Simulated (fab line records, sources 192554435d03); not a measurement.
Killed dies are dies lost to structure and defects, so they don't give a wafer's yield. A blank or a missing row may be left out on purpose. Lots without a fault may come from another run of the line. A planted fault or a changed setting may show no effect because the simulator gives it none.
One fault seen from 2 desks | flow n5_finfet | each desk has only its own numbers; what lay behind them comes last

THE TOOL OWNER'S DESK: cmp-03
The tool's own readings at N5_HKMG_FIN_CMP_23 (polishes, stops on SiNx, t overpolish 10 s, target thk 46.326 nm): means of the sampled wafers that have a number, for each lot that ran on this tool. A lot is out of limits, marked OUT, if its mean lies more than 4 standard deviations from the usual mean; the brackets give that distance.
Columns: A = edge_zone_pressure_frac at N5_HKMG_FIN_CMP_23, usual 1.000; B = motor_current_A at N5_HKMG_FIN_CMP_23, usual 12.4 A; C = overpolish_run_s at N5_HKMG_FIN_CMP_23, usual 9.999 s; D = platen_rpm at N5_HKMG_FIN_CMP_23, usual 50.28 rpm; E = time_to_endpoint_s at N5_HKMG_FIN_CMP_23, usual 12.6 s
lot  | first seen here | A     | B    | C      | D               | E
L354 | day 4 23:59     | 1.000 | 12.2 | 10.000 | 50.28           | 13.6
L356 | day 5 10:20     | 0.996 | 10.8 | 10.000 | 50.25           | 12.2
L368 | day 8 11:02     | 1.000 | 10.6 | 10.004 | 51.63 (+35) OUT | 13.5
L369 | day 8 12:49     | 0.996 | 12.9 | 10.001 | 50.96 (+17) OUT | 13.3
This desk's finding: out of limits on L368, L369; first on L368, day 8 11:02 (platen_rpm at N5_HKMG_FIN_CMP_23). In limits: L354, L356.

THE METROLOGY DESK
What the gauges read, lot by lot, whatever tool the lot ran on: means of the sampled wafers that have a number. A lot is out of limits, marked OUT, if its mean lies more than 4 standard deviations from the usual mean; the brackets give that distance. Of its 11 readings 7 are shown: those that lie furthest out on some lot.
Columns: A = DIBL_P at N5_BEOL_M4_RC_MEAS_101, usual 36.3 mV/V; B = IOFF_N at N5_BEOL_M4_RC_MEAS_101, usual 0.16 nA/um; C = IOFF_P at N5_BEOL_M4_RC_MEAS_101, usual 0.21 nA/um; D = ION_N at N5_BEOL_M4_RC_MEAS_101, usual 673 uA/um; E = ION_P at N5_BEOL_M4_RC_MEAS_101, usual 461 uA/um; F = SS_N at N5_BEOL_M4_RC_MEAS_101, usual 71.4 mV/dec; G = VT_N at N5_BEOL_M4_RC_MEAS_101, usual 250 mV
lot  | first seen here | A    | B    | C    | D   | E   | F    | G
L354 | day 4 16:22     | 38.3 | 0.19 | 0.23 | 686 | 468 | 71.3 | 248
L356 | day 5 02:40     | 36.1 | 0.16 | 0.19 | 673 | 462 | 71.3 | 250
L357 | day 5 09:47     | 34.7 | 0.12 | 0.17 | 666 | 457 | 71.0 | 254
L368 | day 8 03:26     | 32.7 | 0.11 | 0.15 | 655 | 452 | 70.6 | 257
L369 | day 8 04:42     | 37.0 | 0.16 | 0.21 | 682 | 464 | 71.2 | 248
L370 | day 8 12:30     | 37.5 | 0.15 | 0.22 | 674 | 466 | 71.6 | 253
L371 | day 8 19:31     | 37.0 | 0.16 | 0.21 | 673 | 462 | 71.5 | 251
L373 | day 9 05:56     | 34.9 | 0.14 | 0.20 | 670 | 458 | 71.1 | 248
L375 | day 9 19:03     | 37.2 | 0.17 | 0.22 | 680 | 461 | 71.9 | 249
This desk's finding: nothing out of limits on any of the 9 lots.

PUT TOGETHER
The tool owner's desk could have raised an alarm at day 8 11:02, on L368, L369.
The metrology desk saw nothing out of limits.
The metrology desk has L368, L369 on record, within its limits.
Of the lots named, all ran N5_HKMG_FIN_CMP_23 on cmp-03.

WHAT THE SIMULATOR HAD PUT IN
Process parameter drift: cmp-03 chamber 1, from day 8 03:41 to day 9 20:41, at N5_HKMG_FIN_CMP_23. Setting platen_rpm, moved by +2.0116, from 50.289. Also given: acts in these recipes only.
Lots struck among those shown: L368, L369.
Hours from the fault's start to each desk's first reading out of limits: the tool owner's desk, 7.
